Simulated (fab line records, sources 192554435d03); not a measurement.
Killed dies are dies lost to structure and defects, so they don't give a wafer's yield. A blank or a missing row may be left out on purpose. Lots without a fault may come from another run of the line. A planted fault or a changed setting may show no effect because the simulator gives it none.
fab line records | flow n5_finfet
record lots=6 wafers=18 last_day=18
route steps=1938 shown BEOL_M5@1167 BEOL_M6@1194 PASSIVATION@1936
lots that met no fault: from a run of the same line without faults
start_h: hours from the record's first day to the start of the lot's first wafer shown | wait_h: hours since the lot's step before | " the same as in the row above | L1.1+2: a row that stands for several wafers | - no value, or no start given | * or withheld: withheld | < > ~ a bound
route shown NAME@n: a module of which the file shows steps, and the number in the route of the first | usual: mean/standard deviation of fault-free wafers | same: alike in all rows | chamber/n: place in a boat | sites: the reading at each site | _std_site: their standard deviation | _edge_site: outer sites' mean less inner sites' | radius_mm: how far each site lies from the wafer's centre | mask NAME#n: copy n | behind: the tool/chamber that last shaped the wafer | hold: why the lot was held/for how many hours/how that ended | device: the transistor (n, p or np) that didn't switch | end of line: the same wafers' tests at the end of the route | a step without rows: its recipe alone | killed: dies lost to structure and defects at the first sort, not the wafer's yield | map: a wafer's dies, x killed, . not, _ none there
set.NAME: the setting as run; set.NAME@STEP: as run at that earlier step | model.NAME: the simulator's own value behind a step, which no gauge read
lots at some steps of the route; a table a step, a row a wafer
services: from which hour (start_h, from the record's first day; less than 0 if before it) a tool's chamber was out of use, for how many hours, and why
## steps
# step N5_BEOL_M5_SRD_43
# recipe time_s=30 temp_c=23 rinse_liquid=diw dry=ipa_marangoni
# step N5_BEOL_M5_CD_MEAS_35
# recipe target_cd_nm=28 target_cd_y_nm=24 polarity=opening
# usual cd_nm=28.2/0.37
# columns lot.wafer tool chamber start_h wait_h cd_nm
L613.2 cd_sem-02 - 244.13 0.0 27.7
L613.3 " - " " 27.7
L613.4 " - " " 27.6
L612.2 cd_sem-01 - 244.83 0.0 28.3
L612.4 " - " " 28.3
L612.5 " - " " 27.7
L615.3 cd_sem-03 - 251.92 0.0 28.7
L615.4 " - " " 28.3
L615.5 " - " " 28.9
L625.1 cd_sem-02 - 299.87 0.0 28.3
L625.4 " - " " 28.0
L625.5 " - " " 28.4
L626.2 cd_sem-02 - 323.93 0.0 28.2
L626.4 " - " " 28.0
L626.6 " - " " 28.2
L628.2 cd_sem-02 - 324.36 0.0 28.4
L628.3 " - " " 27.7
L628.5 " - " " 27.5
# step N5_BEOL_M5_CURE_80
# recipe temp_c=370 time_s=120 ambient=DMADMS/He material=SiCOH_lowk
# step N5_BEOL_M5_DEGAS_44
# recipe ambient=vacuum temp_c=250 time_s=60
# step N5_BEOL_M5_PRE_CLEAN_45
# recipe gas=H2/He time_s=30 temp_c=250
# step N5_BEOL_M5_ALD_86
# recipe material=TaN target_thk_a=* temp_c=275 ald_precursor_family=PDMAT ald_co_reactant=NH3 pressure_torr=3 carrier_flow_sccm=1500 pulse_time_s=2 purge_time_s=3 co_reactant_purge_time_s=2 co_reactant_pulse_time_s=3 ald_cycles=30 precursor_vessel_temp_c=75 precursor_vessel_pressure_torr=26.25 precursor_vessel_carrier_sccm=1000
# step N5_BEOL_M5_SURFACE_TREAT_87
# recipe gas=Ar time_s=* ion_energy_ev=* ion_current_ma_cm2=0.5 pressure_mtorr=* ar_flow_sccm=30
# step N5_BEOL_M5_CVD_47
# recipe material=Co target_thk_a=30 temp_c=withheld precursor=CCTBA/H2 pressure_torr=30 time_s=216
# step N5_BEOL_M5_SPUTTER_48
# recipe material=Cu target_thk_a=150 temp_c=-20 chamber_pressure_pa=0.07 power_w=withheld time_s=27.62
# step N5_BEOL_M5_ANNEAL_49
# recipe temp_c=400 time_s=1800 ambient=vacuum
# usual heater_power_w=862/110
# columns lot.wafer tool chamber start_h wait_h heater_power_w
L613.2 pvd_sputter-01 - 245.43 0.0 968
L613.3 " - " " 792
L613.4 " - " " 931
L612.2 pvd_sputter-02 - 247.85 0.0 1041
L612.4 " - " " 738
L612.5 " - " " 722
L615.3 pvd_sputter-02 - 253.22 0.0 852
L615.4 " - " " 723
L615.5 " - " " 735
L625.1 pvd_sputter-01 - 301.23 0.0 930
L625.4 " - " " 911
L625.5 " - " " 976
L626.2 pvd_sputter-02 - 325.88 0.0 708
L626.4 " - " " 832
L626.6 " - " " 735
L628.2 pvd_sputter-03 - 326.04 0.0 789
L628.3 " - " " 879
L628.5 " - " " 883
# step N5_BEOL_M5_SPUTTER_81
# recipe material=Cu target_thk_a=150 temp_c=-20 chamber_pressure_pa=0.07 power_w=withheld time_s=27.62
# usual substrate_temp_c=-19.99/0.11 throttle_valve_pct=30.1/0.94
# columns lot.wafer tool chamber start_h wait_h substrate_temp_c throttle_valve_pct
L613.2 pvd_sputter-01 - 246.43 0.5 -20.00 29.0
L613.3 " - " " -20.00 32.0
L613.4 " - " " -19.93 29.6
L612.2 pvd_sputter-02 - 248.86 0.5 -20.04 29.6
L612.4 " - " " -20.04 29.5
L612.5 " - " " -19.96 31.4
L615.3 pvd_sputter-02 - 254.23 0.5 -19.80 30.6
L615.4 " - " " -19.87 29.7
L615.5 " - " " -19.89 31.4
L625.1 pvd_sputter-01 - 302.24 0.5 -20.08 29.6
L625.4 " - " " -20.12 30.0
L625.5 " - " " -20.08 29.4
L626.2 pvd_sputter-02 - 326.89 0.5 -19.98 31.3
L626.4 " - " " -20.07 30.4
L626.6 " - " " -19.90 31.2
L628.2 pvd_sputter-03 - 327.04 0.5 -19.97 30.8
L628.3 " - " " -19.88 28.6
L628.5 " - " " -19.92 28.4
# step N5_BEOL_M5_ANNEAL_82
# recipe temp_c=400 time_s=1800 ambient=vacuum
# step N5_BEOL_M5_SPUTTER_83
# recipe material=Cu target_thk_a=150 temp_c=-20 chamber_pressure_pa=0.07 power_w=withheld time_s=27.62
# usual substrate_temp_c=-20.01/0.11 throttle_valve_pct=30.1/0.94
# columns lot.wafer tool chamber start_h wait_h substrate_temp_c throttle_valve_pct
L613.2 pvd_sputter-01 - 247.52 0.5 -20.14 28.7
L613.3 " - " " -20.02 32.0
L613.4 " - " " -20.08 29.4
L612.2 pvd_sputter-02 - 249.95 0.5 -20.04 29.7
L612.4 " - " " -20.09 29.5
L612.5 " - " " -19.95 31.2
L615.3 pvd_sputter-02 - 255.31 0.5 -19.99 30.2
L615.4 " - " " -20.13 29.7
L615.5 " - " " -20.11 31.1
L625.1 pvd_sputter-01 - 303.33 0.5 -19.86 29.7
L625.4 " - " " -20.04 30.0
L625.5 " - " " -19.76 28.9
L626.2 pvd_sputter-02 - 327.97 0.5 -19.86 31.0
L626.4 " - " " -20.01 30.5
L626.6 " - " " -20.01 31.0
L628.2 pvd_sputter-03 - 328.13 0.5 -19.80 30.8
L628.3 " - " " -20.06 28.4
L628.5 " - " " -19.77 28.4
# step N5_BEOL_M5_ANNEAL_84
# recipe temp_c=400 time_s=1800 ambient=vacuum
# usual heater_power_w=860/110
# columns lot.wafer tool chamber start_h wait_h heater_power_w
L613.2 pvd_sputter-01 - 247.60 0.0 981
L613.3 " - " " 791
L613.4 " - " " 920
L612.2 pvd_sputter-02 - 250.03 0.0 1030
L612.4 " - " " 739
L612.5 " - " " 727
L615.3 pvd_sputter-02 - 255.39 0.0 870
L615.4 " - " " 720
L615.5 " - " " 740
L625.1 pvd_sputter-01 - 303.41 0.0 917
L625.4 " - " " 903
L625.5 " - " " 981
L626.2 pvd_sputter-02 - 328.05 0.0 702
L626.4 " - " " 856
L626.6 " - " " 719
L628.2 pvd_sputter-03 - 328.21 0.0 781
L628.3 " - " " 898
L628.5 " - " " 860
# step N5_BEOL_M5_SPUTTER_88
# recipe material=Cu target_thk_a=150 temp_c=-20 chamber_pressure_pa=0.07 power_w=withheld time_s=27.62
# step N5_BEOL_M5_ANNEAL_89
# recipe temp_c=400 time_s=1800 ambient=vacuum
# step N5_BEOL_M5_SPUTTER_90
# recipe material=Cu target_thk_a=45 temp_c=-20 chamber_pressure_pa=0.07 power_w=withheld time_s=8.29
# step N5_BEOL_M5_ECD_50
# recipe material=Cu target_thk_a=3000
# step N5_BEOL_M5_ANNEAL_51
# recipe temp_c=225 time_s=90 ambient=N2
# step N5_BEOL_M5_CMP_52
# recipe stop_on=SiCOH_lowk t_overpolish_s=6.9 down_force_psi=1 platen_rpm=50 clearing_platen_down_force_psi=1.5 clearing_platen_rpm=50 post_cmp_clean=cu_alkaline target_thk_nm=62 clearing_platen_pad_velocity_m_s=0.99484 pad_velocity_m_s=0.99484
# step N5_BEOL_M5_PRE_CLEAN_77
# recipe gas=NH3/H2 time_s=15 temp_c=* rf_power_w=300
# step N5_BEOL_M5_CO_CAP_78
# recipe material=Co target_thk_a=20 temp_c=200 precursor=CCTBA/H2 pressure_torr=30 time_s=102.1
# step N5_BEOL_M5_PRE_CLEAN_55
# recipe gas=NH3 time_s=15 temp_c=withheld rf_power_w=300
# step N5_BEOL_M5_DEP_56
# recipe material=SiCN target_thk_a=80 temp_c=withheld precursor=3MS/NH3 pressure_torr=3 rf_w=202 time_s=14
# step N5_BEOL_M5_RS_MEAS_57
# recipe thk_meas_gauge=four-point-probe reads=Co_of_BEOL_M5_CO_CAP_78+Cu_of_BEOL_M5_ECD_50+Co_of_BEOL_M5_CVD_47+TaN_of_BEOL_M5_ALD_86
# usual M5_RS=0.391/0.013
# columns lot.wafer tool chamber start_h wait_h M5_RS[ohm/sq]
L613.2 film_metro-01 - 250.78 0.1 0.371
L613.3 " - " " 0.375
L613.4 " - " " 0.378
L612.2 film_metro-02 - 253.20 0.1 0.397
L612.4 " - " " 0.427
L612.5 " - " " 0.417
L615.3 film_metro-02 - 258.54 0.1 0.383
L615.4 " - " " 0.398
L615.5 " - " " 0.384
L625.1 film_metro-02 - 306.74 0.0 0.377
L625.4 " - " " 0.389
L625.5 " - " " 0.387
L626.2 film_metro-01 - 331.40 0.1 0.402
L626.4 " - " " 0.381
L626.6 " - " " 0.375
L628.2 film_metro-01 - 331.67 0.1 0.415
L628.3 " - " " 0.389
L628.5 " - " " 0.409
# step N5_BEOL_M6_ILD_DEP_00
# recipe material=SiCOH_lowk target_thk_a=1797.5 temp_c=300 precursor=DEMS/porogen pressure_torr=5 rf_w=500 time_s=33.4
# step N5_BEOL_M6_CURE_74
# recipe temp_c=385 time_s=240 ambient=He/Ar material=SiCOH_lowk
# step N5_BEOL_M6_THK_MEAS_01
# recipe reads=SiCOH_lowk_of_BEOL_M6_ILD_DEP_00
# usual M6_ILD_THK=155.7/2
# columns lot.wafer tool chamber start_h wait_h M6_ILD_THK[nm]
L613.2 film_metro-02 - 251.42 0.4 154.3
L613.3 " - " " 156.3
L613.4 " - " " 157.9
L612.2 film_metro-02 - 254.32 0.7 155.7
L612.4 " - " " 156.9
L612.5 " - " " 153.6
L615.3 film_metro-02 - 259.68 0.5 157.5
L615.4 " - " " 156.8
L615.5 " - " " 157.4
L625.1 film_metro-01 - 307.38 0.4 151.9
L625.4 " - " " 157.7
L625.5 " - " " 155.4
L626.2 film_metro-01 - 332.52 0.7 156.4
L626.4 " - " " 156.5
L626.6 " - " " 158.1
L628.2 film_metro-02 - 332.61 0.4 152.3
L628.3 " - " " 155.5
L628.5 " - " " 157.7
# step N5_BEOL_M6_PECVD_70
# recipe material=SiO2 target_thk_a=200 temp_c=400 precursor=TEOS/O2 pressure_torr=5.5 rf_w=450 teos_flow_sccm=53.8 gas=O2 flow_sccm=3000 time_s=22.7
# usual heater_power_outer_w=438/46 heater_power_w=718/60 rf_fwd_power_W=445.4/1.7 showerhead_plenum_p_Torr=8.78/0.064 throttle_valve_pct=22.8/1
# columns lot.wafer tool chamber start_h wait_h heater_power_outer_w heater_power_w rf_fwd_power_W showerhead_plenum_p_Torr since_wet_clean_h throttle_valve_pct
L613.2 pecvd-01 1 251.46 0.0 464 838 447.0 8.86 1499 22.6
L613.3 " 0 " " 427 653 445.6 8.78 - 23.8
L613.4 " 1 " " 451 835 447.0 8.87 - 22.7
L612.2 pecvd-01 1 254.36 0.0 440 828 446.2 8.86 1502 22.5
L612.4 " 0 " " 451 691 444.6 8.75 - 23.8
L612.5 " 0 " " 436 709 445.1 8.74 - 23.9
L615.3 pecvd-01 0 259.74 0.1 424 673 447.4 8.77 - 24.0
L615.4 " 1 " " 387 776 444.7 8.86 - 22.5
L615.5 " 0 " " 436 675 445.0 8.76 - 24.1
L625.1 pecvd-02 0 307.42 0.0 457 758 446.7 8.73 1374 23.3
L625.4 " 2 " " 537 806 445.1 8.78 - 21.1
L625.5 " 0 " " 442 787 447.9 8.73 - 23.3
L626.2 pecvd-02 2 332.57 0.0 541 789 445.4 8.81 625 21.2
L626.4 " 2 " " 534 777 447.3 8.77 - 21.5
L626.6 " 0 " " 381 675 446.3 8.76 - 23.3
L628.2 pecvd-01 1 332.65 0.0 470 845 445.7 8.88 1580 22.9
L628.3 " 2 " " 502 753 442.0 8.67 67 22.9
L628.5 " 2 " " 502 755 444.2 8.67 - 22.7
# step N5_BEOL_M6_HM_DEP_02
# recipe material=TiN target_thk_a=200 temp_c=25 chamber_pressure_pa=0.49996
# usual substrate_temp_c=25.00/0.1 throttle_valve_pct=29.9/0.96
# columns lot.wafer tool chamber start_h wait_h substrate_temp_c throttle_valve_pct
L613.2 pvd_sputter-02 - 252.46 1.0 25.12 30.6
L613.3 " - " " 24.86 31.1
L613.4 " - " " 24.84 29.6
L612.2 pvd_sputter-03 - 255.30 0.9 25.14 30.1
L612.4 " - " " 25.12 30.9
L612.5 " - " " 25.05 30.1
L615.3 pvd_sputter-01 - 260.78 1.0 24.97 30.1
L615.4 " - " " 25.12 29.4
L615.5 " - " " 25.07 31.7
L625.1 pvd_sputter-01 - 308.70 1.3 24.92 31.9
L625.4 " - " " 25.07 28.9
L625.5 " - " " 24.94 30.0
L626.2 pvd_sputter-03 - 333.52 0.9 24.96 30.5
L626.4 " - " " 24.80 29.9
L626.6 " - " " 25.05 28.6
L628.2 pvd_sputter-03 - 333.62 1.0 24.97 28.5
L628.3 " - " " 25.02 29.8
L628.5 " - " " 24.87 30.1
# step N5_BEOL_M6_COAT_59
# recipe resist=SOC temp_c=250 time_s=60 spin_rpm=1500 resist_thk_nm=100
# step N5_BEOL_M6_COAT_60
# recipe resist=SiARC temp_c=220 time_s=60 spin_rpm=1500 resist_thk_nm=35
# step N5_BEOL_M6_COAT_05
# recipe resist=CAR-ArF spin_rpm=1500 resist_thk_nm=90
# step N5_BEOL_M6_EBR_07
# recipe solvent=PGMEA ebr_width_mm=1.5
# step N5_BEOL_M6_SOFTBAKE_06
# recipe temp_c=110 time_s=60 resist=CAR-ArF
# step N5_BEOL_M6_EXPOSE_08
# recipe mask_id=M6 na=1.35 source_shape=dipole sigma_inner=0.817 sigma_outer=0.97 polarization=te dose_mj=68.25
# step N5_BEOL_M6_PEB_09
# recipe peb_temp_c=withheld peb_time_s=60 resist=CAR-ArF
# step N5_BEOL_M6_DEVELOP_10
# recipe develop_time_s=30 developer=TMAH resist=CAR-ArF rinse_liquid=diw dry=air_spin dev_temp_c=23
# step N5_BEOL_M6_CD_MEAS_11
# recipe target_cd_nm=38.5 landing_energy_ev=500 detector=se_inlens polarity=opening
# usual cd_nm=38.3/0.52
# same landing_energy_ev=500
# columns lot.wafer tool chamber start_h wait_h cd_nm
L613.2 cd_sem-03 0 252.96 - 37.9
L613.3 " 0 " " 38.0
L613.4 " 0 " " 37.9
L612.2 cd_sem-01 0 255.80 - 38.2
L612.4 " 0 " " 38.0
L612.5 " 0 " " 38.2
L615.3 cd_sem-03 0 261.16 - 38.0
L615.4 " 0 " " 38.4
L615.5 " 0 " " 39.0
L625.1 cd_sem-02 0 309.20 - 38.6
L625.4 " 0 " " 37.3
L625.5 " 0 " " 38.4
L626.2 cd_sem-01 0 334.02 - 38.9
L626.4 " 0 " " 38.6
L626.6 " 0 " " 38.5
L628.2 cd_sem-02 0 334.19 - 39.0
L628.3 " 0 " " 39.5
L628.5 " 0 " " 38.9
# step N5_BEOL_M6_OVL_MEAS_12
# recipe points_per_wafer=44
# usual M6_OVL=-0.1/0.75
# columns lot.wafer tool chamber start_h wait_h M6_OVL[nm]
L613.2 overlay-01 0 252.99 0.0 -1.1
L613.3 " 0 " " -0.7
L613.4 " 0 " " -1.7
L612.2 overlay-02 0 255.83 0.0 0.4
L612.4 " 0 " " 0.3
L612.5 " 0 " " 0.3
L615.3 overlay-01 0 261.18 0.0 0.9
L615.4 " 0 " " -0.4
L615.5 " 0 " " 0.5
L625.1 overlay-02 0 309.23 0.0 -0.3
L625.4 " 0 " " -0.2
L625.5 " 0 " " 0.2
L626.2 overlay-02 0 334.05 0.0 -0.9
L626.4 " 0 " " -0.4
L626.6 " 0 " " -0.1
L628.2 overlay-01 0 334.22 0.0 0.8
L628.3 " 0 " " 1.0
L628.5 " 0 " " 1.1
# step N5_PASSIVATION_PROBE_49
# usual defect_limited_yield=91.6/1.4 killed_at_M0_to_M3=33/10 killed_at_M4_up=13/5.3 killed_at_contacts=13/5.9 killed_at_front_end=36/12 killed_at_other=4/3.1 killed_dies=99/16 killed_on_rim=13/4.2 killed_open=65/13 killed_short=32/7.3 sort_bin_5_function=4.9/0.9 sort_bin_6_memory=3.1/0.66 sort_n_pass=1081/17 sort_yield_pct=91.6/1.4
# same gross_dies=1180 killed_at_back_side=0 sort_bin_4_leakage[%]=0 sort_bin_8_speed[%]=0
# columns lot.wafer tool chamber start_h wait_h defect_limited_yield[%] killed_at_M0_to_M3 killed_at_M4_up killed_at_contacts killed_at_front_end killed_at_other killed_dies killed_on_rim killed_open killed_short sort_bin_5_function[%] sort_bin_6_memory[%] sort_n_pass sort_yield_pct[%]
L612.5 prober-01 - 336.75 0.2 88.7 40 50 17 26 0 133 29 69 27 6.6 3.4 1047 88.7
L615.5 prober-01 - 349.55 0.2 90.0 27 58 5 26 2 118 31 56 21 6.4 2.5 1062 90.0
# killed by level:class
L612.5 BEOL_M5:unspecified=35 MOL_CONTACT_COAG:geometric_particle:open=13 BEOL_M2:geometric_particle:open=11 BEOL_M0_SAQP:geometric_particle:open=9 BEOL_M4:geometric_particle:open=9 BEOL_M0_SAQP:geometric_particle:short=8 FIN_SAQP:geometric_particle:short=6 BEOL_M1:geometric_particle:open=6
L615.5 BEOL_M5:unspecified=38 BEOL_M1:geometric_particle:open=10 BEOL_M4:geometric_particle:open=6 MOL_CONTACT_COAG:geometric_particle:open=5 BEOL_M2:geometric_particle:open=5 BEOL_M8:geometric_particle:open=5 STI_FIN_REVEAL:geometric_particle:open=4 DUMMY_GATE:geometric_particle:open=4
# map L612.5 (x killed, . not)
_________________..x.........________________
______________..........x......._____________
___________........................__________
__________......x.....x....x.......x_________
________...x...x................x....._______
_______..............xx.......x........______
______.................x...xx.x.......x._____
_____....................................____
____........x...x.x.....xx..x.............___
___...........x..........x...........x.....__
___..........................x..x.x........__
__.......x.........................x........_
__..................................x......._
_x....................xx....................x
_...xx.....x....x.......x.....x..............
_.........x.......x..........................
_....x........x.........x..............x.....
_x...............x..................x........
_.............x....x..x......x...............
_...............x...........................x
_xxxx............................x.x...x.....
__xx..x.................x...x..............x_
__xxx..x.......xx....x.............x....x..._
___xxxx...........x.......x...x............__
___xxxxxx........x........x...x....x....x..__
____xxxxx......x..........................___
_____xxxx...........xx......x............____
______xxxx.x.........x.x....xx.........._____
_______xx.............................x______
________x............................._______
__________.x....x.....x....x.....x.._________
___________.....x.........x.....x..__________
______________.....x............_____________
_________________...x........________________
# map L615.3 (x killed, . not)
_________________........x...________________
______________.x......x....x.x.._____________
___________................x......x__________
__________.........................._________
________x.......x..x..x.x....x........_______
_______..................x..x.........x______
______.................................._____
_____......x......................x..x...____
____...x.....xx.x...x......x.x............___
___.......x..............x..x.x.....x......__
___....x..........x.................xx.....__
__x.....x.........................x..x......_
__......................x.x................._
_x...................x......x................
_...x......xx.x..................x...........
_....x..............x..................x.....
_.........x..........xx...x.................x
_................x..................x..x.....
_....x....x..x....x.........x.........x.x..x.
_...x......x....x............................
_...x.....x.......................x..........
__.....x...x.......x........xx.......x....x._
__......x.....x.................x........x.._
___.x.x.................x.......x..x.......__
___....x...............................x..x__
____x...................x..x.x............___
_____x........x............xx.x....xx....____
______....x.x......................xx..._____
_______.......x.....x..................______
________....x................xx......._______
__________..........x..............._________
___________.....x..............x...__________
______________x....x.x.......x.._____________
_________________....x.......________________
## services
# columns tool chamber start_h hours kind
pecvd-02 1 233.21 2.1 scheduled_down
pecvd-01 2 236.42 - clean
pecvd-01 2 236.42 - consumable_replace:showerhead
pecvd-01 2 236.42 29.0 scheduled_down
pecvd-01 2 236.42 29.0 vent_cycle
pecvd-02 0 273.00 5.5 scheduled_down
## key
first_sign step=N5_PASSIVATION_PROBE_49 reading=killed_at_M4_up direction=up sigmas=7.8 usual=13 struck=54
effect step=N5_PASSIVATION_PROBE_49 reading=killed_on_rim direction=up sigmas=4 usual=13 struck=30
more_kills_born_at N5_BEOL_M5_SPUTTER_83@pvd_sputter-02=73
met_at N5_BEOL_M5_SPUTTER_83
struck_wafers L612.5,L615.5
fault kind=chamber_particle_source tool=pvd_sputter-02 chamber=- onset_h=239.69 steps=N5_BEOL_M5_SPUTTER_83 rate_per_visit_cm2=0.80278 end_h=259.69 scope=struck_wafers_only
